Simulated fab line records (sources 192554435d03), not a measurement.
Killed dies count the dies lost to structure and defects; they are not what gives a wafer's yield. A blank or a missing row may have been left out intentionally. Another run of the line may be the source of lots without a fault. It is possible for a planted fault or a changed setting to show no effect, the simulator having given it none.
Chamber matching ; flow n5-finfet ; N5_BEOL_M0_SAQP_SPACER1_ALD_98 on ald-sin-04: 4 sister chambers
The step deposits SiO2, target thk 12.8 nm, pulse time 1 s, purge time 2 s. 20 wafers are shown with their chamber, then 10 later ones without.

## WAFERS WITH THEIR CHAMBER
wafer;chamber;heater-power-w (W);precursor-pulse-height-rel
L083.2;2;367;1.002
L083.3;0;404;1.011
L083.4;1;457;1.038
L085.1;2;371;0.978
L085.2;3;466;0.991
L085.3;0;408;0.965
L086.1;2;359;0.986
L086.2;3;469;1.010
L086.4;1;468;1.041
L092.1;3;464;0.977
L092.2;0;402;1.015
L092.3;2;359;0.962
L092.4;1;464;1.022
L092.5;0;410;0.999
L092.6;1;469;1.038
L093.1;3;464;1.018
L093.2;1;470;1.022
L093.3;2;365;1.021
L093.4;0;409;1.051
L093.5;1;448;1.010

SIGNATURES (averages over the wafers above)
reading;chamber 0;chamber 1;chamber 2;chamber 3;scatter within a chamber
heater-power-w;406.60;462.67;364.20;465.75;5.83
precursor-pulse-height-rel;1.00820;1.02850;0.98980;0.99900;0.0219
Rule: a wafer's distance from a chamber is the root of the sum, over the readings, of the square of ((its reading less the chamber's mean) divided by the reading's scatter). The wafer belongs to the nearest chamber; if the next one is less than 2 further off, it can't be placed. How the scatter is found: for the shown wafers, subtract from each reading the mean of its chamber, square and add these, divide the total by (wafers less chambers), then take the root.

## WAFERS WITHOUT THEIR CHAMBER
wafer;heater-power-w (W);precursor-pulse-height-rel
L093.6;400;1.035
L094.3;468;1.015
L094.4;360;1.000
L094.5;359;1.022
L095.1;361;1.005
L095.2;471;1.011
L095.6;414;0.979
L097.1;474;1.013
L097.2;408;1.008
L097.5;368;0.975

## EACH ONE'S CHAMBER
wafer;from the rows above;in truth
L093.6;0;0
L094.3;can't be placed: 3 or 1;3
L094.4;2;2
L094.5;2;2
L095.1;2;2
L095.2;can't be placed: 3 or 1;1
L095.6;0;0
L097.1;can't be placed: 3 or 1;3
L097.2;0;0
L097.5;2;2
Correct placement for 7 of the 10. Not placeable from these rows: 3 (in 3, the candidates include the true chamber). Placed wrongly: 0.
